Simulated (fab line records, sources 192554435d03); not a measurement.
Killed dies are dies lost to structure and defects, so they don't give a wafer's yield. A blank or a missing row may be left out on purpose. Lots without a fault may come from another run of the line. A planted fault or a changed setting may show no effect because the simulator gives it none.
Problem report in the 8D (eight disciplines) form, filled by code | flow n5_finfet | the parts of the form that need people (team, actions taken, sign-off) are left out

1. THE PROBLEM
spin_speed_rpm at N5_BEOL_M5_COAT_71 reads a mean of 1663.6 rpm on 6 wafers of 2 lots; wafers without a fault read 1499.9 rpm with a standard deviation of 0.91. That is +99 or more standard deviations from the usual mean.
The step: time 60 s, resist thk 5 nm.
First seen on wafer L649.1, day 10 20:41, on litho_track-05. The record holds 36 wafers of 12 lots with a number at this step. Rule for "out", or "out of limits": more than 4 standard deviations from the usual mean. The other wafers with a number count as sound.

2. WHAT IT IS AND WHAT IT IS NOT
question                    | is                     | is not
which readings at this step | spin_speed_rpm         | chill_plate_temp_C
which lots                  | L649, L650             | L641, L642, L643, L644, L645, L652, L653, L654, L655, L660
which wafers of those lots  | all that have a number | -
read on which tools         | litho_track-05         | litho_track-01, litho_track-02
when                        | from day 10 20:41      | up to then (15 sound wafers); but 15 sound wafers of L652, L653, L654, L655, L660 came after

3. SUSPECTS, AND WHAT RULES EACH OUT
Counting: a tool at a process step up to the reading stays a suspect if it ran every lot that is out and no sound lot after the first of them.
- litho_track-05 at N5_BEOL_M5_COAT_71 (time 60 s, resist thk 5 nm): kept. It ran every lot that is out, first L649 (day 10 20:41), and no sound lot after that; its last sound lot up to then is L645 (day 10 02:33). Its own readings are out on those wafers: spin_speed_rpm.
Left after counting: litho_track-05 at N5_BEOL_M5_COAT_71.

4. THE CAUSE (what the simulator had put in)
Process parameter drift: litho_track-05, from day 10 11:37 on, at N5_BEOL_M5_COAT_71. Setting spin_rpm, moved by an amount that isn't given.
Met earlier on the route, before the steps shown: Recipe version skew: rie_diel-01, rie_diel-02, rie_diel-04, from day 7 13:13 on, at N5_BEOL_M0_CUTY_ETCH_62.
Counting left only this tool.

5. THE CHAIN OF EFFECTS, in route order
Each row: a reading whose mean over the struck wafers that have a number lies more than 3 standard deviations from the usual. Only readings for which the record gives a usual standard deviation are gone through. hours: the time from each lot's start at the first step in this table that gives one to its start at this step, as a median over the lots. sigmas: the change in usual standard deviations.
hours | step               | reading        | usual      | on struck wafers | change | sigmas
0     | N5_BEOL_M5_COAT_71 | spin_speed_rpm | 1499.9 rpm | 1663.6           | +163.7 | +99 or more
The process steps in it:
- N5_BEOL_M5_COAT_71: time 60 s, resist thk 5 nm.
Later measuring or inspecting steps at which every struck wafer that the step has a row for has a number for every such reading, and none has moved that far: N5_BEOL_M5_CD_MEAS_11, N5_BEOL_M5_OVL_MEAS_12.

6. WHAT WOULD HAVE CAUGHT IT SOONER
In this record the first reading out of limits was taken at day 10 20:41, 9 hours after the fault began at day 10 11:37.
